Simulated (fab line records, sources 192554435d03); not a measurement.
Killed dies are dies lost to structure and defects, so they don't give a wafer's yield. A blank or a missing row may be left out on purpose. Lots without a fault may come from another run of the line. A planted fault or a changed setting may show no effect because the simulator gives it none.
One fault seen from 2 desks | flow n5_finfet | each desk has only its own numbers; what lay behind them comes last

THE METROLOGY DESK
What the gauges read, lot by lot, whatever tool the lot ran on: means of the sampled wafers that have a number. A lot is out of limits, marked OUT, if its mean lies more than 4 standard deviations from the usual mean; the brackets give that distance. Of its 10 readings 7 are shown: those that lie furthest out on some lot.
Columns: A = DIBL_N at N5_BEOL_M4_RC_MEAS_101, usual 36.3 mV/V; B = DIBL_P at N5_BEOL_M4_RC_MEAS_101, usual 36.5 mV/V; C = IOFF_N at N5_BEOL_M4_RC_MEAS_101, usual 0.16 nA/um; D = ION_N at N5_BEOL_M4_RC_MEAS_101, usual 675 uA/um; E = SS_N at N5_BEOL_M4_RC_MEAS_101, usual 71.6 mV/dec; F = SS_P at N5_BEOL_M4_RC_MEAS_101, usual 73.3 mV/dec; G = VT_N at N5_BEOL_M4_RC_MEAS_101, usual 249 mV
lot  | first seen here | A    | B    | C    | D   | E    | F    | G
L758 | day 7 15:28     | 35.2 | 36.2 | 0.15 | 676 | 71.5 | 73.6 | 252
L761 | day 8 13:29     | 35.1 | 35.3 | 0.13 | 680 | 71.2 | 73.1 | 253
L762 | day 8 14:43     | 37.4 | 37.2 | 0.17 | 675 | 72.1 | 73.8 | 248
L766 | day 9 15:35     | 34.9 | 35.5 | 0.14 | 658 | 71.5 | 72.8 | 253
L770 | day 10 15:11    | 36.8 | 37.7 | 0.18 | 681 | 71.9 | 73.3 | 247
L774 | day 11 18:43    | 38.3 | 37.7 | 0.16 | 667 | 72.4 | 73.9 | 251
L776 | day 12 06:17    | 37.7 | 38.8 | 0.23 | 691 | 72.2 | 73.5 | 242
L779 | day 13 03:38    | 38.6 | 39.2 | 0.24 | 700 | 72.6 | 74.2 | 243
L781 | day 13 10:06    | 35.4 | 36.6 | 0.16 | 675 | 71.7 | 73.7 | 249
This desk's finding: nothing out of limits on any of the 9 lots.

THE TOOL OWNER'S DESK: rie_si-01
The tool's own readings at N5_FIN_SAQP_ETCH_65 (etches SiO2 in CF4, target depth 4 nm, time 4.4 s): means of the sampled wafers that have a number, for each lot that ran on this tool. A lot is out of limits, marked OUT, if its mean lies more than 4 standard deviations from the usual mean; the brackets give that distance.
Columns: A = drypump_motor_current_A at N5_FIN_SAQP_ETCH_65, usual 5.9 A; B = oes_product_au at N5_FIN_SAQP_ETCH_65, usual 1.000 a.u.; C = throttle_valve_pct at N5_FIN_SAQP_ETCH_65, usual 21.71 %
lot  | first seen here | A   | B                | C
L758 | day 1 23:54     | 5.7 | 1.001            | 21.90
L761 | day 2 18:44     | 6.3 | 1.092 (+4.4) OUT | 22.14
L766 | day 4 00:06     | 6.0 | 1.191 (+9.1) OUT | 21.74
L779 | day 7 06:47     | 6.5 | 1.013            | 21.78
This desk's finding: out of limits on L761, L766; first on L761, day 2 18:44 (oes_product_au at N5_FIN_SAQP_ETCH_65). In limits: L758, L779.

PUT TOGETHER
The tool owner's desk could have raised an alarm at day 2 18:44, on L761, L766.
The metrology desk saw nothing out of limits.
The metrology desk has L761, L766 on record, within its limits.
Of the lots named, all ran N5_FIN_SAQP_ETCH_65 on rie_si-01.

WHAT THE SIMULATOR HAD PUT IN
Process parameter drift: rie_si-01, from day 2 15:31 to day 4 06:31, at N5_FIN_SAQP_ETCH_65. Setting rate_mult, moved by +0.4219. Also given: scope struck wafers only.
Lots struck among those shown: L761, L766.
Hours from the fault's start to each desk's first reading out of limits: the tool owner's desk, 3.
